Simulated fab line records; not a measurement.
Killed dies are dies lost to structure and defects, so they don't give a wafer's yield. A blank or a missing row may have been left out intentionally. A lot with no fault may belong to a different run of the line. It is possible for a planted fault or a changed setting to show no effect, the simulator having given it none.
Matching of chambers | flow n5Finfet | rieDiel-06 running N5_FIN_SAQP_DESCUM_21: 4 sister chambers
The step chemistry O2, time 7.9 s. 18 wafers are shown with their chamber, then 9 later ones without.

WAFERS, EACH WITH ITS CHAMBER
wafer  | chamber | throttleValvePct (%) | showerheadPlenumPTorr (Torr) | oesProductAu (a.u.)
L074.1 | 0       | 20.28                | 2.02                         | 0.80
L074.4 | 2       | 20.49                | 2.10                         | 0.79
L074.6 | 1       | 20.70                | 2.10                         | 0.77
L077.2 | 3       | 20.64                | 1.99                         | 0.69
L077.3 | 0       | 20.27                | 2.02                         | 0.80
L077.5 | 2       | 20.49                | 2.10                         | 0.77
L078.1 | 1       | 20.72                | 2.10                         | 0.76
L078.2 | 3       | 20.67                | 1.98                         | 0.70
L078.3 | 0       | 20.28                | 2.02                         | 0.79
L080.2 | 2       | 20.50                | 2.10                         | 0.77
L080.3 | 3       | 20.66                | 1.98                         | 0.70
L080.6 | 3       | 20.67                | 1.98                         | 0.70
L082.1 | 2       | 20.50                | 2.09                         | 0.77
L082.4 | 1       | 20.73                | 2.09                         | 0.77
L082.5 | 2       | 20.51                | 2.09                         | 0.77
L083.1 | 2       | 20.51                | 2.09                         | 0.78
L083.5 | 0       | 20.31                | 2.01                         | 0.80
L083.6 | 1       | 20.75                | 2.09                         | 0.76

SIGNATURES (means of the wafers above)
reading               | chamber 0 | chamber 1 | chamber 2 | chamber 3 | scatter within a chamber
throttleValvePct      | 20.2850   | 20.7250   | 20.5000   | 20.6600   | 0.0151
showerheadPlenumPTorr | 2.0175    | 2.0950    | 2.0950    | 1.9825    | 0.00535
oesProductAu          | 0.7975    | 0.7650    | 0.7750    | 0.6975    | 0.00655
Rule: a wafer's distance from a chamber is the root of the sum, over the readings, of the square of ((its reading less the chamber's mean) divided by the reading's scatter). The wafer belongs to the nearest chamber; if the next one is less than 2 further off, it can't be placed. The scatter: the root of (the sum of the squares of (reading less its chamber's mean) over the shown wafers, divided by (wafers less chambers)).

WAFERS MISSING THEIR CHAMBER
wafer  | throttleValvePct (%) | showerheadPlenumPTorr (Torr) | oesProductAu (a.u.)
L088.3 | 20.32                | 2.01                         | 0.79
L088.4 | 20.69                | 1.98                         | 0.68
L088.5 | 20.31                | 2.01                         | 0.78
L095.1 | 20.56                | 2.08                         | 0.74
L095.4 | 20.57                | 2.08                         | 0.74
L095.6 | 20.72                | 1.97                         | 0.67
L097.1 | 20.78                | 2.08                         | 0.73
L097.2 | 20.57                | 2.08                         | 0.75
L097.5 | 20.57                | 2.08                         | 0.75

CHAMBER TAKEN BY EACH
wafer  | from the rows above | in truth
L088.3 | 0                   | 0
L088.4 | 3                   | 3
L088.5 | 0                   | 0
L095.1 | 2                   | 2
L095.4 | 2                   | 2
L095.6 | 3                   | 3
L097.1 | 1                   | 1
L097.2 | 2                   | 2
L097.5 | 2                   | 2
Placed correctly: 9 of 9. From these rows, 0 cannot be placed. Placed wrongly: 0.
